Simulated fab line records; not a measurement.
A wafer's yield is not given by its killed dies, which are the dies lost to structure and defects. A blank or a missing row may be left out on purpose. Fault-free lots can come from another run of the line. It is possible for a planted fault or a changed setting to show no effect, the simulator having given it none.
What tool caused it? | flow n5-finfet | 9 lots, 27 wafers sampled, at 5 steps of a route of 1938

WHAT EACH GAUGE READ, for each wafer
N5_BEOL_M4_RC_MEAS_101. Usual: DIBL_N 37.0 mV/V, standard deviation 1.6; DIBL_P 37.0 mV/V, standard deviation 2.1; IOFF_N 0.17 nA/um, standard deviation 0.032; IOFF_P 0.22 nA/um, standard deviation 0.043; ION_N 679 uA/um, standard deviation 13; ION_P 465 uA/um, standard deviation 9.5; SS_N 71.7 mV/dec, standard deviation 0.59; SS_P 73.6 mV/dec, standard deviation 0.64; VT_N 249 mV, standard deviation 3.2; VT_P -249 mV, standard deviation 4.1.
lot  | measured     | on        | DIBL_N (mV/V)  | DIBL_P (mV/V)  | IOFF_N (nA/um) | IOFF_P (nA/um) | ION_N (uA/um) | ION_P (uA/um) | SS_N (mV/dec)  | SS_P (mV/dec)  | VT_N (mV)   | VT_P (mV)      | flag
L799 | day 10 13:54 | prober-01 | 36.1 37.5 37.3 | 36.0 37.2 38.1 | 0.16 0.19 0.18 | 0.21 0.23 0.24 | 678 689 684   | 468 465 471   | 71.3 71.9 71.9 | 73.6 73.3 73.5 | 247 245 245 | -248 -249 -250 |
L800 | day 10 23:23 | prober-01 | 37.1 36.9 35.1 | 37.7 37.9 35.9 | 0.15 0.15 0.13 | 0.20 0.20 0.19 | 663 678 679   | 453 467 467   | 72.1 71.6 71.2 | 74.2 74.0 73.1 | 252 253 253 | -254 -254 -250 |
L804 | day 13 10:34 | prober-02 | 35.3 35.4 36.9 | 36.0 36.8 38.3 | 0.17 0.17 0.19 | 0.23 0.25 0.26 | 687 696 679   | 472 477 464   | 71.3 70.7 71.1 | 73.0 73.4 73.2 | 247 248 249 | -247 -247 -247 |
L805 | day 12 13:52 | prober-01 | 39.5 39.2 38.1 | 38.6 38.2 37.6 | 0.20 0.19 0.16 | 0.24 0.23 0.23 | 681 679 688   | 461 465 471   | 72.1 71.4 71.3 | 72.5 73.8 73.8 | 247 250 249 | -249 -249 -249 |
L815 | day 15 06:29 | prober-01 | 39.9 34.1 33.9 | 43.9 37.2 35.6 | 0.27 0.14 0.14 | 0.38 0.22 0.20 | 698 659 655   | 481 458 453   | 72.1 71.6 71.4 | 75.1 73.2 73.2 | 241 249 251 | -241 -251 -249 |
L816 | day 16 03:49 | prober-02 | 36.9 36.9 36.6 | 37.1 37.8 35.7 | 0.17 0.16 0.16 | 0.22 0.24 0.21 | 685 666 689   | 469 461 467   | 71.9 71.8 71.4 | 73.2 73.5 73.7 | 249 252 250 | -251 -251 -250 |
L818 | day 16 07:55 | prober-01 | 36.6 34.4 34.6 | 36.5 34.2 34.8 | 0.17 0.13 0.14 | 0.20 0.17 0.18 | 679 667 679   | 456 457 464   | 71.8 70.5 70.6 | 73.6 72.9 73.1 | 247 251 251 | -254 -253 -252 |
L820 | day 16 15:03 | prober-02 | 38.4 39.6 39.7 | 39.5 40.4 40.2 | 0.22 0.26 0.25 | 0.32 0.36 0.35 | 700 719 707   | 492 489 487   | 71.9 72.6 72.2 | 74.2 75.2 74.7 | 243 241 242 | -240 -240 -238 |
L821 | day 16 17:29 | prober-01 | 35.9 35.7 36.5 | 33.4 34.1 36.1 | 0.13 0.14 0.16 | 0.17 0.18 0.22 | 649 667 661   | 447 449 460   | 71.5 71.5 72.2 | 72.9 73.3 73.4 | 253 248 249 | -255 -253 -251 |

EACH LOT AND THE TOOL THAT RAN IT (in order: tool; ch and the chambers of the sampled wafers; start)
lot  | N5_MOL_CONTACT_COAG_CONTACT_ETCH_14 | N5_MOL_CONTACT_COAG_SPUTTER_130 | N5_MOL_CONTACT_COAG_COAT_76       | N5_MOL_CONTACT_COAG_ETCH_89
L799 | rie-diel-03 ch 1,3, day 4 21:55     | pvd-sputter-01, day 5 03:02     | litho-track-02 ch 0, day 5 06:47  | rie-diel-02 ch 0,2,3, day 5 07:19
L800 | rie-diel-02 ch 1,2, day 5 03:55     | pvd-sputter-03, day 5 10:10     | litho-track-01 ch 0, day 5 14:07  | rie-diel-02 ch 0,1,3, day 5 14:34
L804 | rie-diel-03 ch 0,1, day 6 03:31     | pvd-sputter-02, day 6 08:06     | litho-track-02 ch 0, day 6 11:35  | rie-diel-05 ch 0,1, day 6 12:08
L805 | rie-diel-03 ch 0,2,3, day 6 08:29   | pvd-sputter-02, day 6 13:47     | litho-track-02 ch 0, day 6 17:49  | rie-diel-03 ch 0,2,3, day 6 18:19
L815 | rie-diel-02 ch 0,2,3, day 9 00:35   | pvd-sputter-01, day 9 06:51     | litho-track-02 ch 0, day 9 10:20  | rie-diel-02 ch 1,2,3, day 9 10:47
L816 | rie-diel-02 ch 0,3, day 9 09:11     | pvd-sputter-02, day 9 14:33     | litho-track-02 ch 0, day 9 18:08  | rie-diel-05 ch 1,2,3, day 9 18:42
L818 | rie-diel-05 ch 1,3, day 9 20:39     | pvd-sputter-01, day 10 03:14    | litho-track-05 ch 0, day 10 06:43 | rie-diel-02 ch 0,1,3, day 10 07:17
L820 | rie-diel-05 ch 2,3, day 10 04:11    | pvd-sputter-02, day 10 09:36    | litho-track-01 ch 0, day 10 13:05 | rie-diel-03 ch 1,2, day 10 13:39
L821 | rie-diel-03 ch 2,3, day 10 14:52    | pvd-sputter-02, day 10 21:11    | litho-track-05 ch 0, day 11 00:44 | rie-diel-03 ch 0,1,3, day 11 01:19
- N5_MOL_CONTACT_COAG_CONTACT_ETCH_14: etches SiO2 in C4F6/O2, target depth 27.5 nm, overetch 8.5 nm, time 20 s.
- N5_MOL_CONTACT_COAG_SPUTTER_130: material Co, target thk 47.5 nm.
- N5_MOL_CONTACT_COAG_COAT_76: time 60 s, resist thk 10 nm.
- N5_MOL_CONTACT_COAG_ETCH_89: etches underlayer in N2/H2, target depth 13 nm, time 10.4 s.

WHAT THE TOOLS THEMSELVES READ (means of the sampled wafers that have a number; where no wafer has one, the mark that the record gives instead)
N5_MOL_CONTACT_COAG_CONTACT_ETCH_14. Usual: C4F6_flow_sccm 16.00 sccm, standard deviation 0.045; bias-w 185.0 W, standard deviation 0.6; drypump-motor-current-A 5.8 A, standard deviation 0.56; oes-product-au 0.67 a.u., standard deviation 0.075; rf-vpp-V 692 V, standard deviation 3.6; showerhead-plenum-p-Torr 2.86 Torr, standard deviation 0.11; throttle-valve-pct 21.17 %, standard deviation 0.27.
lot  | tool        | C4F6_flow_sccm (sccm) | bias-w (W) | drypump-motor-current-A (A) | oes-product-au (a.u.) | rf-vpp-V (V) | showerhead-plenum-p-Torr (Torr) | throttle-valve-pct (%) | flag
L799 | rie-diel-03 | 16.02                 | 184.6      | 6.1                         | 0.64                  | 689          | 2.76                            | 21.32                  |
L800 | rie-diel-02 | 15.98                 | 184.5      | 6.0                         | 0.78                  | 690          | 2.80                            | 20.87                  |
L804 | rie-diel-03 | 16.01                 | 184.9      | 5.9                         | 0.71                  | 690          | 2.83                            | 21.27                  |
L805 | rie-diel-03 | 15.99                 | 184.5      | 5.6                         | 0.58                  | 689          | 2.78                            | 21.24                  |
L815 | rie-diel-02 | 15.99                 | 185.8      | 6.2                         | 0.69                  | 694          | 2.95                            | 21.31                  |
L816 | rie-diel-02 | 15.98                 | 184.9      | 5.8                         | 0.71                  | 698          | 3.05                            | 21.41                  |
L818 | rie-diel-05 | 16.03                 | 184.9      | 5.2                         | 0.61                  | 692          | 2.84                            | 21.05                  |
L820 | rie-diel-05 | 15.97                 | 184.9      | 5.7                         | 0.67                  | 694          | 2.87                            | 20.89                  |
L821 | rie-diel-03 | 16.05                 | 185.1      | 5.8                         | 0.80                  | 699          | 3.06                            | 21.12                  |

N5_MOL_CONTACT_COAG_SPUTTER_130. Usual: 29.8 % for throttle-valve-pct, sd 0.89.
lot  | tool           | throttle-valve-pct (%) | flag
L799 | pvd-sputter-01 | 29.6                   |
L800 | pvd-sputter-03 | 29.8                   |
L804 | pvd-sputter-02 | 29.3                   |
L805 | pvd-sputter-02 | 30.2                   |
L815 | pvd-sputter-01 | 29.5                   |
L816 | pvd-sputter-02 | 29.3                   |
L818 | pvd-sputter-01 | 28.7                   |
L820 | pvd-sputter-02 | 29.6                   |
L821 | pvd-sputter-02 | 29.6                   |

N5_MOL_CONTACT_COAG_COAT_76. Usual: 1500.0 rpm for spin-speed-rpm, sd 1.
lot  | tool           | spin-speed-rpm (rpm) | flag
L799 | litho-track-02 | 1499.6               |
L800 | litho-track-01 | 1499.8               |
L804 | litho-track-02 | 1582.8               | OFF
L805 | litho-track-02 | 1582.4               | OFF
L815 | litho-track-02 | 1500.9               |
L816 | litho-track-02 | 1500.2               |
L818 | litho-track-05 | 1500.5               |
L820 | litho-track-01 | 1500.0               |
L821 | litho-track-05 | 1499.7               |

N5_MOL_CONTACT_COAG_ETCH_89. Usual: bias-w 150.0 W, standard deviation 0.41; drypump-motor-current-A 5.9 A, standard deviation 0.59; etch-rf-on-time-s 10.32 s, standard deviation 0.23; n2-flow-sccm 200.1 sccm, standard deviation 0.6; oes-product-au 0.70 a.u., standard deviation 0.076; rf-vpp-V 524 V, standard deviation 3.2; showerhead-plenum-p-Torr 2.56 Torr, standard deviation 0.11; throttle-valve-pct 17.81 %, standard deviation 0.21.
lot  | tool        | bias-w (W) | drypump-motor-current-A (A) | etch-rf-on-time-s (s) | n2-flow-sccm (sccm) | oes-product-au (a.u.) | rf-vpp-V (V) | showerhead-plenum-p-Torr (Torr) | throttle-valve-pct (%) | flag
L799 | rie-diel-02 | 150.0      | 6.2                         | 10.18                 | 199.4               | 0.73                  | 527          | 2.63                            | 17.88                  |
L800 | rie-diel-02 | 150.3      | 5.9                         | 10.40                 | 200.3               | 0.78                  | 526          | 2.64                            | 17.78                  |
L804 | rie-diel-05 | 150.3      | 5.5                         | 10.47                 | 200.4               | 0.61                  | 522          | 2.48                            | 17.82                  |
L805 | rie-diel-03 | 149.8      | 5.6                         | 10.25                 | 199.5               | 0.59                  | 520          | 2.44                            | 17.87                  |
L815 | rie-diel-02 | 149.8      | 6.3                         | 10.24                 | 200.6               | 0.70                  | 523          | 2.54                            | 17.85                  |
L816 | rie-diel-05 | 150.1      | 5.4                         | 10.42                 | 199.7               | 0.65                  | 523          | 2.54                            | 17.65                  |
L818 | rie-diel-02 | 149.9      | 5.9                         | 10.47                 | 199.6               | 0.71                  | 525          | 2.62                            | 17.85                  |
L820 | rie-diel-03 | 149.8      | 6.1                         | 10.12                 | 200.4               | 0.75                  | 524          | 2.55                            | 17.98                  |
L821 | rie-diel-03 | 150.1      | 5.8                         | 10.12                 | 200.4               | 0.71                  | 525          | 2.57                            | 17.82                  |

THE ANSWER, worked out from the rows above alone
Rule: lot off if the mean of its wafers having a number is beyond 3 standard deviations from the usual mean. A lot without any number at a reading at which 4 lots or more have one is off too. Where the step has rows for the other lots, those lots are counted as sound. Order of review: gauges by route order, followed by the tools' own readings, for which a lot's mean as printed above is used. The first step at which some lot is off is used, and at that step the reading that is off furthest; a lot without a number counts as furthest.
Off at N5_MOL_CONTACT_COAG_COAT_76 (spin-speed-rpm): L804, L805.
A tool fits if, at that step or a process step before it, it ran every lot that is off, and no sound lot after the first of them. Of those tried, none fits.

WHAT HAD BEEN PUT IN BY THE SIMULATOR
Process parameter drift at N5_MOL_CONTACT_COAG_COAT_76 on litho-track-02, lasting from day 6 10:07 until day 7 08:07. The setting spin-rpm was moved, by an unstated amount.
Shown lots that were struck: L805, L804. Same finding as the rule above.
